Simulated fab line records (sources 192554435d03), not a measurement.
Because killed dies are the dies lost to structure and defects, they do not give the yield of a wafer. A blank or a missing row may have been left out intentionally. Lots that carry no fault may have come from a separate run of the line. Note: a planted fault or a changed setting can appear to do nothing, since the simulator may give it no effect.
Split-lot trial | flow n5_finfet | on a route of 1938 steps: 7 lots, 39 wafers read

THE SPLIT
At N5_FIN_SAQP_MANDREL_ETCH_22 (etches a-Si in HBr/Cl2, stops on SiNx, target depth 60 nm, bt time 10 s, time 30 s), the setting target_depth_a was moved away from the recipe's 600 angstrom on 15 of the 39 wafers read, by -8.6% to +11.7%. The other wafers ran this setting at the recipe's value.

The split's own step is where the reading is taken.

THE READING
SOC_of_FIN_SAQP_COAT_49.thk_nm (the simulator's own value, which no gauge read), in nm, at N5_FIN_SAQP_MANDREL_ETCH_22 (etches a-Si in HBr/Cl2, stops on SiNx, target depth 60 nm, bt time 10 s, time 30 s). There is no usual value for it anywhere in the file. Across the 24 wafers here that went through the recipe, the average is 76.13 nm and the standard deviation 0.48 nm.

wafer  | tool, chamber at the split | target_depth_a as run, angstrom | against the recipe | SOC_of_FIN_SAQP_COAT_49.thk_nm, nm | against lot-mates on the recipe
L076.1 | rie_si-06, 0               | 669.9                           | +11.7%             | 73.05                              | -3.10
L076.2 | rie_si-06, 2               | 600                             | recipe             | 75.56                              | -
L076.3 | rie_si-06, 1               | 600                             | recipe             | 76.86                              | -
L076.4 | rie_si-06, 3               | 669.9                           | +11.7%             | 73.27                              | -2.88
L076.5 | rie_si-06, 2               | 600                             | recipe             | 76.03                              | -
L076.6 | rie_si-06, 3               | 669.9                           | +11.7%             | 73.58                              | -2.57
L082.1 | rie_si-06, 0               | 600                             | recipe             | 76.33                              | -
L082.2 | rie_si-06, 1               | 620.2                           | +3.4%              | 76.23                              | -0.25
L082.3 | rie_si-06, 3               | 620.2                           | +3.4%              | 75.75                              | -0.73
L082.4 | rie_si-06, 2               | 600                             | recipe             | 76.32                              | -
L082.5 | rie_si-06, 2               | 620.2                           | +3.4%              | 75.8                               | -0.68
L082.6 | rie_si-06, 1               | 600                             | recipe             | 76.8                               | -
L086.1 | rie_si-03, 2               | 600                             | recipe             | 76.89                              | -
L086.2 | rie_si-03, 1               | 600                             | recipe             | 75.71                              | -
L086.3 | rie_si-03, 3               | 600                             | recipe             | 76.16                              | -
L086.4 | rie_si-03, 0               | 600                             | recipe             | 76.06                              | -
L086.5 | rie_si-03, 1               | 600                             | recipe             | 75.76                              | -
L086.6 | rie_si-03, 2               | 600                             | recipe             | 76.76                              | -
L087.1 | rie_si-01, 3               | 550.3                           | -8.3%              | 77.6                               | +1.34
L087.2 | rie_si-01, 0               | 600                             | recipe             | 75.9                               | -
L087.3 | rie_si-01, 2               | 600                             | recipe             | 76.45                              | -
L087.4 | rie_si-01, 1               | 550.3                           | -8.3%              | 78.41                              | +2.15
L087.5 | rie_si-01, 2               | 550.3                           | -8.3%              | 78.78                              | +2.52
L087.6 | rie_si-01, 1               | 600                             | recipe             | 76.44                              | -
L088.2 | rie_si-01, 2               | 600                             | recipe             | 76.59                              | -
L088.3 | rie_si-01, 3               | 600                             | recipe             | 75.46                              | -
L088.4 | rie_si-01, 0               | 600                             | recipe             | 75.48                              | -
L092.1 | rie_si-03, 1               | 548.2                           | -8.6%              | 77.59                              | +1.89
L092.2 | rie_si-03, 2               | 548.2                           | -8.6%              | 78.73                              | +3.03
L092.3 | rie_si-03, 0               | 600                             | recipe             | 75.44                              | -
L092.4 | rie_si-03, 3               | 600                             | recipe             | 76                                 | -
L092.5 | rie_si-03, 1               | 548.2                           | -8.6%              | 77.96                              | +2.26
L092.6 | rie_si-03, 0               | 600                             | recipe             | 75.66                              | -
L095.1 | rie_si-01, 3               | 669.4                           | +11.6%             | 72.83                              | -3.33
L095.2 | rie_si-01, 1               | 669.4                           | +11.6%             | 73.33                              | -2.83
L095.3 | rie_si-01, 0               | 600                             | recipe             | 75.64                              | -
L095.4 | rie_si-01, 2               | 669.4                           | +11.6%             | 73.89                              | -2.27
L095.5 | rie_si-01, 1               | 600                             | recipe             | 76.01                              | -
L095.6 | rie_si-01, 2               | 600                             | recipe             | 76.84                              | -

THE FIT
A straight line over all 39 wafers: SOC_of_FIN_SAQP_COAT_49.thk_nm changes by -0.238 nm for each +1% of target_depth_a; r = -0.94; the points scatter about the line by 0.49 nm.
The same after taking each lot's own level away (the mean of its wafers on the recipe; 39 wafers): -0.248 nm for each +1%; r = -0.96; scatter 0.43 nm.
That fit puts the effect of the largest move of target_depth_a on the reading at 2.9 nm.
Measured against the standard deviation above, the lots' own levels, which go from 75.700 to 76.483 nm, span 1.6 times it.
The two slopes are in agreement: the lot-to-lot level therefore moves the slope only a little.
Check: with one of the wafers moved furthest among these (+11.7%) left out of the fit, the line predicts -2.81 nm for it against its lot-mates. Against them it came out at -3.1 nm.

OTHER SPLITS APPLIED TO THESE WAFERS
Before the reading, these wafers also passed through other splits. Each is held against what the fit with the lots' levels taken away leaves over:
other split on the same wafers    | wafers away from the commonest value | r with SOC_of_FIN_SAQP_COAT_49.thk_nm (lot level and that fit taken away)
N5_WELL_APT_IMPLANT_14 energy_kev | 15                                   | +0.09

THE FILE'S OWN FIT
SOC_of_FIN_SAQP_COAT_49.thk_nm changes by -0.247 nm for each +1% of target_depth_a, r = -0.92.
